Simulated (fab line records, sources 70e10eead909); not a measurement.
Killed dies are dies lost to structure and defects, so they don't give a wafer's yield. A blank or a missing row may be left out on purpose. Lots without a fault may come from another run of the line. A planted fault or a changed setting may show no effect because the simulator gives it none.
fab line records | flow nand_harc
record lots=6 wafers=16 last_day=34
route steps=1302 shown A_STAIRCASE@728 END@1302
lots that met no fault: from a run of the same line without faults
start_h: hours from the record's first day to the start of the lot's first wafer shown | wait_h: hours since the lot's step before | " the same as in the row above | L1.1+2: a row that stands for several wafers | - no value, or no start given | * or withheld: withheld | < > ~ a bound
route shown NAME@n: a module of which the file shows steps, and the number in the route of the first | usual: mean/standard deviation of fault-free wafers | same: alike in all rows | chamber/n: place in a boat | sites: the reading at each site | _std_site: their standard deviation | _edge_site: outer sites' mean less inner sites' | radius_mm: how far each site lies from the wafer's centre | mask NAME#n: copy n | behind: the tool/chamber that last shaped the wafer | hold: why the lot was held/for how many hours/how that ended | device: the transistor (n, p or np) that didn't switch | end of line: the same wafers' tests at the end of the route | a step without rows: its recipe alone | killed: dies lost to structure and defects at the first sort, not the wafer's yield | map: a wafer's dies, x killed, . not, _ none there
set.NAME: the setting as run; set.NAME@STEP: as run at that earlier step | model.NAME: the simulator's own value behind a step, which no gauge read
lots at some steps of the route; a table a step, a row a wafer
services: from which hour (start_h, from the record's first day; less than 0 if before it) a tool's chamber was out of use, for how many hours, and why
## steps
# step NHARC_A_STAIRCASE_EXPOSE_214
# recipe na=0.5 dose_mj=31.26 mask_id=STAIR_3
# step NHARC_A_STAIRCASE_PEB_215
# recipe peb_temp_c=115 peb_time_s=130
# step NHARC_A_STAIRCASE_DEVELOP_216
# recipe time_s=140
# step NHARC_A_STAIRCASE_HARDBAKE_218
# recipe temp_c=120 time_s=140
# step NHARC_A_STAIRCASE_DESCUM_219
# recipe time_s=3 o2_flow_sccm=200 ar_flow_sccm=0 bias_power_w=0 chemistry=O2
# usual chamber_pressure_mTorr=60.00/0.057 drypump_motor_current_A=5.74/0.29 oes_product_au=0.999/0.011 rf_vpp_V=57.6/0.9 showerhead_plenum_p_Torr=1.87/0.085 throttle_valve_pct=11.312/0.009
# columns lot.wafer tool chamber start_h wait_h chamber_pressure_mTorr drypump_motor_current_A oes_product_au rf_hours_counter_h rf_vpp_V showerhead_plenum_p_Torr throttle_valve_pct
L385.4 rie_diel-13 1 376.57 - 60.01 5.63 0.989 8 57.5 1.80 11.307
L385.3 " 0 " " 60.03 5.70 1.004 11 57.8 1.89 11.312
L385.6 " 1 " " 59.86 5.64 0.989 - 56.8 1.80 11.312
L387.2 rie_diel-10 0 378.07 - 59.97 5.59 1.002 48 56.1 1.90 11.304
L387.3 " 1 " " 60.03 5.49 1.002 44 57.9 1.92 11.300
L387.6 " 1 " " 59.99 5.51 1.005 - 58.3 1.92 11.304
L392.4 rie_diel-10 2 455.03 - 59.94 5.28 1.013 11 59.0 2.07 11.305
L392.1 " 0 " " 60.04 5.59 1.016 4 58.1 1.89 11.303
L392.6 " 3 " " 59.99 6.03 1.010 - 57.1 1.83 11.316
L397.2 rie_diel-13 2 508.32 - 60.06 6.19 1.003 52 57.6 1.76 11.319
L397.4 " 3 " " 60.01 5.42 0.975 57 58.0 1.83 11.307
L397.6 " 3 " " 59.99 5.42 0.988 - 56.7 1.83 11.318
L405.3 rie_diel-10 0 575.63 - 59.98 5.58 1.009 43 56.5 1.88 11.299
L405.2 " 1 " " 59.94 5.55 1.015 45 57.5 1.90 11.310
L405.6 " 0 " " 60.13 5.60 1.010 - 57.3 1.88 11.313
L407.6 rie_diel-10 3 594.94 - 59.89 6.03 1.017 - 56.3 1.82 11.327
# step NHARC_A_STAIRCASE_TRIM_220
# recipe time_s=211.2 o2_flow_sccm=500 ar_flow_sccm=0 bias_w=0 chemistry=O2
# usual chamber_pressure_mTorr=60.00/0.049 drypump_motor_current_A=5.74/0.29 oes_product_au=0.999/0.01 rf_vpp_V=57.5/0.92 showerhead_plenum_p_Torr=3.45/0.15 throttle_valve_pct=17.036/0.0083
# columns lot.wafer tool chamber start_h wait_h chamber_pressure_mTorr drypump_motor_current_A oes_product_au rf_hours_counter_h rf_vpp_V showerhead_plenum_p_Torr throttle_valve_pct
L385.3 rie_diel-13 2 376.67 0.1 59.90 6.18 0.997 8 57.3 3.29 17.022
L385.4 " 0 " " 60.02 5.75 0.996 11 56.9 3.49 17.040
L385.6 " 1 " " 60.03 5.64 0.995 - 57.3 3.34 17.022
L387.2 rie_diel-10 3 378.17 0.1 60.06 6.04 1.016 41 57.3 3.40 17.029
L387.3 " 1 " " 60.06 5.52 1.012 44 57.4 3.54 17.027
L387.6 " 3 " " 59.90 6.04 1.011 - 57.8 3.40 17.035
L392.4 rie_diel-10 2 455.12 0.1 60.05 5.28 1.015 11 60.5 3.80 17.037
L392.1 " 0 " " 60.00 5.60 1.006 4 56.6 3.49 17.051
L392.6 " 3 " " 59.93 6.05 1.001 - 57.8 3.39 17.033
L397.4 rie_diel-13 1 508.41 0.1 60.08 5.67 0.987 45 57.4 3.32 17.038
L397.2 " 3 " " 60.04 5.46 0.985 57 57.2 3.38 17.043
L397.6 " 2 " " 59.94 6.21 1.007 - 57.7 3.27 17.048
L405.3 rie_diel-10 3 575.73 0.1 60.03 6.02 0.999 49 58.2 3.36 17.025
L405.2 " 0 " " 60.03 5.60 1.004 43 58.9 3.47 17.054
L405.6 " 1 " " 60.03 5.58 0.998 - 58.6 3.51 17.038
L407.6 rie_diel-10 3 595.05 0.1 59.97 6.04 1.022 - 57.0 3.36 17.026
# step NHARC_A_STAIRCASE_ETCH_221
# recipe target_depth_a=1000 time_s=40.5 ion_energy_ev=400 c4f8_flow_sccm=20 o2_flow_sccm=10 ar_flow_sccm=withheld rf_w=600 bias_w=1000 chemistry=C4F8/O2
# step NHARC_A_STAIRCASE_TRIM_222
# recipe time_s=211.2 o2_flow_sccm=500 ar_flow_sccm=0 bias_w=0 chemistry=O2
# step NHARC_A_STAIRCASE_ETCH_223
# recipe target_depth_a=1000 time_s=40.5 ion_energy_ev=400 c4f8_flow_sccm=20 o2_flow_sccm=10 ar_flow_sccm=withheld rf_w=600 bias_w=1000 chemistry=C4F8/O2
# usual chamber_pressure_mTorr=24.997/0.022 oes_product_au=0.939/0.011 rf_vpp_V=893/5.3
# columns lot.wafer tool chamber start_h wait_h chamber_pressure_mTorr oes_product_au rf_hours_counter_h rf_vpp_V
L385.4 rie_diel-13 0 - - 25.001 0.936 11 895
L385.3 " 2 " " 24.983 0.938 8 887
L385.6 " 1 " " 25.001 0.932 - 889
L387.3 rie_diel-10 1 - - 24.968 0.922 44 897
L387.2 " 2 " " 24.995 0.931 39 886
L387.6 " 0 " " 24.971 0.927 - 894
L392.1 rie_diel-10 1 - - 24.955 0.935 9 895
L392.4 " 3 " " 24.983 0.951 12 889
L392.6 " 2 " " 25.006 0.955 - 905
L397.4 rie_diel-13 1 - - 24.998 0.924 45 889
L397.2 " 3 " " 25.026 0.949 57 890
L397.6 " 1 " " 24.963 0.935 - 889
L405.2 rie_diel-10 0 - - 25.006 0.956 44 894
L405.3 " 3 " " 25.001 0.939 49 890
L405.6 " 1 " " 24.974 0.948 - 896
L407.6 rie_diel-10 3 - - 24.994 0.949 - 890
# step NHARC_A_STAIRCASE_TRIM_224
# recipe time_s=211.2 o2_flow_sccm=500 ar_flow_sccm=0 bias_w=0 chemistry=O2
# usual chamber_pressure_mTorr=60.00/0.052 drypump_motor_current_A=5.74/0.28 oes_product_au=0.999/0.01 rf_vpp_V=57.5/0.92 showerhead_plenum_p_Torr=3.45/0.14 throttle_valve_pct=17.035/0.0093
# columns lot.wafer tool chamber start_h wait_h chamber_pressure_mTorr drypump_motor_current_A oes_product_au rf_hours_counter_h rf_vpp_V showerhead_plenum_p_Torr throttle_valve_pct
L385.3 rie_diel-13 3 - - 60.00 5.45 0.991 11 56.3 3.41 17.029
L385.4 " 0 " " 59.99 5.71 0.993 11 55.9 3.49 17.030
L385.6 " 3 " " 59.94 5.49 0.996 - 57.3 3.41 17.028
L387.2 rie_diel-10 0 - - 60.06 5.59 0.999 48 56.5 3.50 17.042
L387.3 " 2 " " 59.99 5.32 1.008 39 56.2 3.26 17.022
L387.6 " 3 " " 60.02 6.05 1.015 - 58.5 3.40 17.043
L392.1 rie_diel-10 3 - - 60.02 6.04 1.006 12 58.0 3.38 17.033
L392.4 " 0 " " 59.88 5.57 0.997 4 58.7 3.49 17.040
L392.6 " 1 " " 60.02 5.57 1.003 - 57.4 3.53 17.026
L397.4 rie_diel-13 0 - - 59.93 5.69 0.990 55 57.2 3.47 17.051
L397.2 " 2 " " 59.93 6.20 1.001 52 58.3 3.27 17.027
L397.6 " 3 " " 60.06 5.42 0.987 - 58.2 3.38 17.049
L405.2 rie_diel-10 3 - - 59.92 6.06 1.019 49 58.4 3.36 17.027
L405.3 " 0 " " 60.01 5.60 1.010 44 57.6 3.47 17.043
L405.6 " 3 " " 59.99 6.04 1.008 - 57.3 3.36 17.030
L407.6 rie_diel-10 1 - - 59.98 5.55 1.008 - 57.0 3.51 17.043
# step NHARC_A_STAIRCASE_ETCH_225
# recipe target_depth_a=1000 time_s=40.5 ion_energy_ev=400 c4f8_flow_sccm=20 o2_flow_sccm=10 ar_flow_sccm=withheld rf_w=600 bias_w=1000 chemistry=C4F8/O2
# step NHARC_A_STAIRCASE_TRIM_226
# recipe time_s=211.2 o2_flow_sccm=500 ar_flow_sccm=0 bias_w=0 chemistry=O2
# usual chamber_pressure_mTorr=60.00/0.056 drypump_motor_current_A=5.74/0.29 oes_product_au=0.998/0.0092 rf_vpp_V=57.5/0.9 showerhead_plenum_p_Torr=3.45/0.15 throttle_valve_pct=17.036/0.0098
# columns lot.wafer tool chamber start_h wait_h chamber_pressure_mTorr drypump_motor_current_A oes_product_au rf_hours_counter_h rf_vpp_V showerhead_plenum_p_Torr throttle_valve_pct
L385.4 rie_diel-13 1 377.37 - 60.04 5.65 0.996 8 58.3 3.34 17.040
L385.3 " 2 " " 60.03 6.22 1.011 8 57.4 3.29 17.038
L385.6 " 0 " " 59.99 5.72 1.002 - 56.7 3.49 17.047
L387.3 rie_diel-10 0 378.87 - 60.05 5.62 0.989 48 56.4 3.50 17.024
L387.2 " 1 " " 60.01 5.51 0.981 44 58.2 3.54 17.037
L387.6 " 3 " " 60.00 6.05 1.002 - 56.6 3.40 17.047
L392.4 rie_diel-10 2 455.93 - 59.99 5.31 1.008 12 59.5 3.80 17.043
L392.1 " 3 " " 59.99 6.05 1.006 12 57.9 3.38 17.040
L392.6 " 3 " " 60.02 6.04 1.013 - 55.7 3.38 17.021
L397.2 rie_diel-13 3 509.12 - 59.86 5.42 0.995 57 55.5 3.38 17.034
L397.4 " 1 " " 60.09 5.64 0.998 46 58.4 3.32 17.036
L397.6 " 0 " " 59.95 5.72 1.004 - 57.9 3.46 17.048
L405.2 rie_diel-10 3 576.50 - 60.09 6.04 1.008 49 56.9 3.36 17.048
L405.3 " 0 " " 60.00 5.60 1.014 44 57.9 3.47 17.056
L405.6 " 2 " " 60.02 5.31 1.258 - 58.4 3.78 17.048
L407.6 rie_diel-10 0 595.74 - 60.04 5.59 1.257 - 55.7 3.47 17.059
# step NHARC_A_STAIRCASE_ETCH_227
# recipe target_depth_a=1000 time_s=40.5 ion_energy_ev=400 c4f8_flow_sccm=20 o2_flow_sccm=10 ar_flow_sccm=withheld rf_w=600 bias_w=1000 chemistry=C4F8/O2
# usual chamber_pressure_mTorr=25.000/0.025 oes_product_au=0.939/0.01 rf_vpp_V=893/5.5
# columns lot.wafer tool chamber start_h wait_h chamber_pressure_mTorr oes_product_au rf_hours_counter_h rf_vpp_V
L385.4 rie_diel-13 3 - - 25.044 0.926 11 891
L385.3 " 2 " " 24.995 0.953 8 887
L385.6 " 0 " " 24.951 0.947 - 895
L387.2 rie_diel-10 1 - - 25.000 0.949 44 896
L387.3 " 3 " " 25.039 0.936 42 891
L387.6 " 0 " " 24.982 0.939 - 895
L392.4 rie_diel-10 1 - - 25.016 0.950 9 895
L392.1 " 0 " " 25.028 0.939 4 895
L392.6 " 1 " " 25.042 0.942 - 894
L397.2 rie_diel-13 2 - - 25.017 0.934 53 887
L397.4 " 0 " " 25.040 0.925 55 895
L397.6 " 2 " " 24.982 0.933 - 885
L405.2 rie_diel-10 0 - - 25.026 0.920 44 895
L405.3 " 1 " " 24.998 0.928 45 895
L405.6 " 0 " " 24.997 0.934 - 894
L407.6 rie_diel-10 2 - - 24.981 0.957 - 905
# step NHARC_END_SORT_01
# recipe temp_c=25
# usual killed_at_array=53/18 killed_at_other=0.8/1.1 killed_at_periphery=4.1/2.7 killed_dies=58/18 killed_open=3.1/1.7 killed_short=2.7/1.7
# same gross_dies=677
# columns lot.wafer tool chamber start_h wait_h killed_at_array killed_at_other killed_at_periphery killed_dies killed_open killed_short
L392.1 prober-01 0 657.24 2.5 70 1 4 75 3 3
L392.4 prober-01 0 659.66 3.4 69 1 4 74 2 1
L392.6 prober-01 0 661.27 4.0 109 1 2 112 4 6
L397.2 prober-01 0 706.67 2.8 43 0 2 45 9 2
L397.4 prober-01 0 708.27 3.4 50 0 1 51 1 6
L397.6 prober-01 0 709.86 4.0 51 0 2 53 4 2
L405.6 prober-02 0 774.75 3.9 673 2 2 677 6 1
L407.6 prober-02 0 805.07 4.0 671 0 6 677 0 2
# killed by level:class
L392.1 A_SLIT:chamber_film_flake=21 A_CHANNEL_HOLE_D1:chamber_film_flake=15 A_CHANNEL_HOLE_D2:chamber_film_flake=11 A_STAIRCASE:chamber_film_flake=11 A_CONTACT:chamber_film_flake=5 A_ONON_D1:geometric_particle:short=2 A_DECK1_JOINT:chamber_film_flake=2 P_GATE:geometric_particle:short=1
L392.4 A_CHANNEL_HOLE_D1:chamber_film_flake=29 A_SLIT:chamber_film_flake=19 A_CHANNEL_HOLE_D2:chamber_film_flake=7 A_STAIRCASE:chamber_film_flake=6 A_CONTACT:chamber_film_flake=4 P_STI:chamber_film_flake=2 P_CONTACT:geometric_particle:short=1 A_SOURCE_PLATE:geometric_particle:open=1
L392.6 A_SLIT:chamber_film_flake=38 A_CHANNEL_HOLE_D1:chamber_film_flake=36 A_STAIRCASE:chamber_film_flake=13 A_CHANNEL_HOLE_D2:chamber_film_flake=9 A_CHANNEL_FILL_D1:geometric_particle:short=2 A_M0:geometric_particle:short=2 A_DECK1_JOINT:chamber_film_flake=2 P_GATE:geometric_particle:open=1
L397.2 A_SLIT:chamber_film_flake=21 A_CHANNEL_HOLE_D1:chamber_film_flake=7 A_M0:geometric_particle:open=4 A_STAIRCASE:chamber_film_flake=3 A_ONON_D2:geometric_particle:open=2 A_CONTACT:chamber_film_flake=2 P_CONTACT:geometric_particle:open=1 P_M0:geometric_particle:open=1
L397.4 A_SLIT:chamber_film_flake=34 A_CHANNEL_HOLE_D1:chamber_film_flake=5 A_STAIRCASE:chamber_film_flake=3 A_CHANNEL_FILL_D2:geometric_particle:short=2 A_CONTACT:chamber_film_flake=2 P_GATE:geometric_particle:open=1 A_CHANNEL_FILL_D1:geometric_particle:short=1 A_DECK1_JOINT:geometric_particle:short=1
L397.6 A_SLIT:chamber_film_flake=27 A_CHANNEL_HOLE_D1:chamber_film_flake=8 A_BLC:chamber_film_flake=5 A_STAIRCASE:chamber_film_flake=3 A_WL_FILL:chamber_film_flake=2 P_CONTACT:geometric_particle:open=1 P_M1:geometric_particle:short=1 A_CHANNEL_FILL_D1:geometric_particle:short=1
L405.6 A_STAIRCASE:area_trim=631 A_SLIT:chamber_film_flake=20 A_CONTACT:chamber_film_flake=6 A_STAIRCASE:chamber_film_flake=4 A_CHANNEL_FILL_D1:geometric_particle:open=2 A_CHANNEL_HOLE_D1:chamber_film_flake=2 A_DECK1_JOINT:chamber_film_flake=2 THIN_TSV:chamber_film_flake=2
L407.6 A_STAIRCASE:area_trim=611 A_CHANNEL_HOLE_D1:chamber_film_flake=24 A_SLIT:chamber_film_flake=16 A_CHANNEL_HOLE_D2:chamber_film_flake=14 P_ZERO_WELL:chamber_film_flake=3 P_M2:chamber_film_flake=2 A_CONTACT:chamber_film_flake=2 A_CHANNEL_FILL_D2:geometric_particle:short=1
# map L405.6 (x killed, . not)
____________x____________
_________xxxxxxx_________
_______xxxxxxxxxxx_______
______xxxxxxxxxxxxx______
_____xxxxxxxxxxxxxxx_____
____xxxxxxxxxxxxxxxxx____
____xxxxxxxxxxxxxxxxx____
___xxxxxxxxxxxxxxxxxxx___
___xxxxxxxxxxxxxxxxxxx___
__xxxxxxxxxxxxxxxxxxxxx__
__xxxxxxxxxxxxxxxxxxxxx__
_xxxxxxxxxxxxxxxxxxxxxxx_
_xxxxxxxxxxxxxxxxxxxxxxx_
_xxxxxxxxxxxxxxxxxxxxxxx_
_xxxxxxxxxxxxxxxxxxxxxxx_
_xxxxxxxxxxxxxxxxxxxxxxx_
xxxxxxxxxxxxxxxxxxxxxxxxx
xxxxxxxxxxxxxxxxxxxxxxxxx
xxxxxxxxxxxxxxxxxxxxxxxxx
xxxxxxxxxxxxxxxxxxxxxxxxx
xxxxxxxxxxxxxxxxxxxxxxxxx
_xxxxxxxxxxxxxxxxxxxxxxx_
_xxxxxxxxxxxxxxxxxxxxxxx_
_xxxxxxxxxxxxxxxxxxxxxxx_
_xxxxxxxxxxxxxxxxxxxxxxx_
_xxxxxxxxxxxxxxxxxxxxxxx_
__xxxxxxxxxxxxxxxxxxxxx__
__xxxxxxxxxxxxxxxxxxxxx__
___xxxxxxxxxxxxxxxxxxx___
___xxxxxxxxxxxxxxxxxxx___
____xxxxxxxxxxxxxxxxx____
____xxxxxxxxxxxxxxxxx____
_____xxxxxxxxxxxxxxx_____
______xxxxxxxxxxxxx______
_______xxxxxxxxxxx_______
_________xxxxxxx_________
____________x____________
# map L407.6 (x killed, . not)
____________x____________
_________xxxxxxx_________
_______xxxxxxxxxxx_______
______xxxxxxxxxxxxx______
_____xxxxxxxxxxxxxxx_____
____xxxxxxxxxxxxxxxxx____
____xxxxxxxxxxxxxxxxx____
___xxxxxxxxxxxxxxxxxxx___
___xxxxxxxxxxxxxxxxxxx___
__xxxxxxxxxxxxxxxxxxxxx__
__xxxxxxxxxxxxxxxxxxxxx__
_xxxxxxxxxxxxxxxxxxxxxxx_
_xxxxxxxxxxxxxxxxxxxxxxx_
_xxxxxxxxxxxxxxxxxxxxxxx_
_xxxxxxxxxxxxxxxxxxxxxxx_
_xxxxxxxxxxxxxxxxxxxxxxx_
xxxxxxxxxxxxxxxxxxxxxxxxx
xxxxxxxxxxxxxxxxxxxxxxxxx
xxxxxxxxxxxxxxxxxxxxxxxxx
xxxxxxxxxxxxxxxxxxxxxxxxx
xxxxxxxxxxxxxxxxxxxxxxxxx
_xxxxxxxxxxxxxxxxxxxxxxx_
_xxxxxxxxxxxxxxxxxxxxxxx_
_xxxxxxxxxxxxxxxxxxxxxxx_
_xxxxxxxxxxxxxxxxxxxxxxx_
_xxxxxxxxxxxxxxxxxxxxxxx_
__xxxxxxxxxxxxxxxxxxxxx__
__xxxxxxxxxxxxxxxxxxxxx__
___xxxxxxxxxxxxxxxxxxx___
___xxxxxxxxxxxxxxxxxxx___
____xxxxxxxxxxxxxxxxx____
____xxxxxxxxxxxxxxxxx____
_____xxxxxxxxxxxxxxx_____
______xxxxxxxxxxxxx______
_______xxxxxxxxxxx_______
_________xxxxxxx_________
____________x____________
## services
# columns tool chamber start_h hours kind
rie_diel-10 3 360.61 7.2 repair
rie_diel-10 0 376.19 - clean
rie_diel-10 1 376.19 - clean
rie_diel-10 2 376.19 - clean
rie_diel-10 3 376.19 - clean
rie_diel-10 0 400.69 - clean
rie_diel-10 1 400.69 - clean
rie_diel-10 2 400.69 - clean
rie_diel-10 3 400.69 - clean
rie_diel-10 2 419.75 - consumable_replace:showerhead
rie_diel-10 2 419.75 9.0 scheduled_down
rie_diel-10 2 419.75 9.0 vent_cycle
rie_diel-10 - 420.98 9.0 pm
rie_diel-10 0 420.98 9.0 vent_cycle
rie_diel-10 1 420.98 9.0 vent_cycle
rie_diel-10 3 420.98 9.0 vent_cycle
rie_diel-13 0 428.43 10.0 repair
rie_diel-10 0 429.98 - clean
rie_diel-10 1 429.98 - clean
rie_diel-10 1 447.44 2.5 repair
rie_diel-13 1 490.52 16.3 repair
rie_diel-13 - 519.02 9.0 pm
rie_diel-13 1 533.64 5.1 repair
rie_diel-10 - 552.61 1.2 repair
## key
first_sign step=NHARC_A_STAIRCASE_TRIM_226 reading=oes_product_au direction=up sigmas=28 usual=0.998 struck=1.257
effect step=NHARC_END_SORT_01 reading=killed_dies direction=up sigmas=34 usual=58 struck=677
more_kills_born_at NHARC_A_STAIRCASE_TRIM_226@rie_diel-10=1242
met_at NHARC_A_STAIRCASE_TRIM_226
struck_wafers L405.6,L407.6
later_rows_left_out L405.6,L407.6
tester_left_out L405,L407
onset_between 455.93 576.50
earlier_fault kind=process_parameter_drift tool=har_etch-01 chamber=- onset_h=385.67 steps=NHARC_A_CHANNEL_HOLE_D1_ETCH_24 channel=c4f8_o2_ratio offset=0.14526 shape=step end_h=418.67 acts_in=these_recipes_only stated=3
fault kind=process_parameter_drift tool=rie_diel-10 chamber=- onset_h=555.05 steps=NHARC_A_STAIRCASE_TRIM_226 channel=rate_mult offset=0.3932 shape=step end_h=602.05 scope=struck_wafers_only
# tester_left_out: of these lots the tester's yield and bins aren't shown, on N5 and GAA mostly nor the transistor test; their killed dies are dies lost to structure and defects alone, not to doping, threshold or leakage, so they don't give the yield
# later_rows_left_out: the simulator's readings of these wafers behind a module that went badly wrong aren't trusted and aren't shown, but for the sort
